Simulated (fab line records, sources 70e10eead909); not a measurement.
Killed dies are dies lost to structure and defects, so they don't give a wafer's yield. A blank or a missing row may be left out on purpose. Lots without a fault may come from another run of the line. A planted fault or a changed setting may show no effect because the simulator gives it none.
A struck lot beside a sound one | flow nand_harc | 17 steps out of a route of 1302
Sound: wafers L444.1, L444.3, L444.6. Struck: wafers L435.2, L435.4, L435.6. The cause comes at the end.
At each step with rows: each side's tool, then ch and its chambers, then its first start. Under that, the readings that differ: sound wafers | struck wafers | difference of the means | sigmas: that difference in standard deviations of wafers without a fault.
alike: readings whose means differ by less than 2 such deviations, and words and numbers that are the same on both sides. not compared: withheld readings, readings that some wafer has no value for, bounds like >300 that may hide the same value, and numbers for which the record gives no deviation and whose values overlap.
The two part at a step that has a row with sigmas, a row that says differs or no value, or rows on one side only. Numbers that don't overlap but have no deviation are shown without sigmas and don't part them. A reading that every wafer of one side lacks parts them only if that side has two wafers or more.

NHARC_P_M2_INSPECT_11:
  sound on defect_inspect-01, day 14 02:52; struck on defect_inspect-01, day 10 04:53
  alike: raw_defect_count
then, 3 steps without rows for these wafers: NHARC_P_M2_DESCUM_14 (chemistry O2, time 3 s); NHARC_P_M2_ETCH_35 (etches the open film in N2/H2, target depth 40 nm, overetch 12 nm, time 43.94 s); NHARC_P_M2_ETCH_15 (etches the open film in C4F8/Ar, target depth 182.5 nm, time 91.2 s).
NHARC_P_M2_CD_MEAS_16:
  sound on cd_sem-02, day 14 03:14; struck on cd_sem-03, day 10 05:18
  alike: cd_nm
NHARC_P_M2_STRIP_18: strips in N2/H2.
  sound on rie_diel-07 ch 0,1,3, day 14 03:21; struck on rie_diel-12 ch 1,2, day 10 05:22
  alike: drypump_motor_current_A, n2_flow_sccm, oes_product_au, rf_vpp_V, showerhead_plenum_p_Torr, throttle_valve_pct
  not compared: rf_hours_counter_h
then, 2 steps without rows for these wafers: NHARC_P_M2_ETCH_28 (etches the open film in CF4/N2, target depth 30 nm, time 72.99 s); NHARC_P_M2_STRIP_19 (strips in post etch residue remover, time 600 s).
NHARC_P_M2_DEGAS_29: time 60 s.
  sound on pvd_sputter-03, day 14 03:57; struck on pvd_sputter-01, day 10 06:01
  alike: heater_power_w
then, 1 step without rows for these wafers: NHARC_P_M2_PRE_CLEAN_30 (time 30 s).
NHARC_P_M2_PVD_20: deposits TaN, target thk 5 nm, time 8.06 s.
  sound on pvd_sputter-03; struck on pvd_sputter-01
  alike: throttle_valve_pct
NHARC_P_M2_PVD_21: deposits Cu, target thk 30 nm, time 20.49 s.
  sound on pvd_sputter-03; struck on pvd_sputter-01
  alike: throttle_valve_pct
NHARC_P_M2_ECD_22: material Cu, target thk 400 nm.
  sound on ecd_cu-01 ch 0,1, day 14 04:20; struck on ecd_cu-01 ch 0,1, day 10 06:54
NHARC_P_M2_ANNEAL_31: time 90 s.
  sound on rtp_anneal-01 ch 0, day 14 04:43; struck on rtp_anneal-02 ch 0, day 10 07:48
  alike: wafer_temp_C_max
NHARC_P_M2_CMP_23: polishes, t overpolish 20 s, target thk 144.3 nm.
  sound on cmp-01 ch 1,2, day 14 05:05; struck on cmp-01 ch 1,3, day 10 08:05
  reading                | sound          | struck         | difference | sigmas
  time_to_endpoint_s (s) | 24.7 27.2 26.6 | 59.0 56.6 57.5 | +31.5      | +13
  alike: motor_current_A
NHARC_P_M2_THK_MEAS_24: measures by xrf.
  sound on film_metro-01, day 14 05:22; struck on film_metro-01, day 10 08:25
  alike: thk_nm
-- the record jumps here: 18 days lie between the struck wafers' starts before and after (it left off in module P_M2 and takes up again in module END, whose first step shown is number 1302 of the route) --
NHARC_END_SORT_01:
  the record has rows for the struck wafers here (prober-02 ch 0, day 28 01:48) and none for the sound ones

WHERE THEY PART
First at NHARC_P_M2_CMP_23; last, within this record, at NHARC_END_SORT_01.

WHY: what the simulator had put in
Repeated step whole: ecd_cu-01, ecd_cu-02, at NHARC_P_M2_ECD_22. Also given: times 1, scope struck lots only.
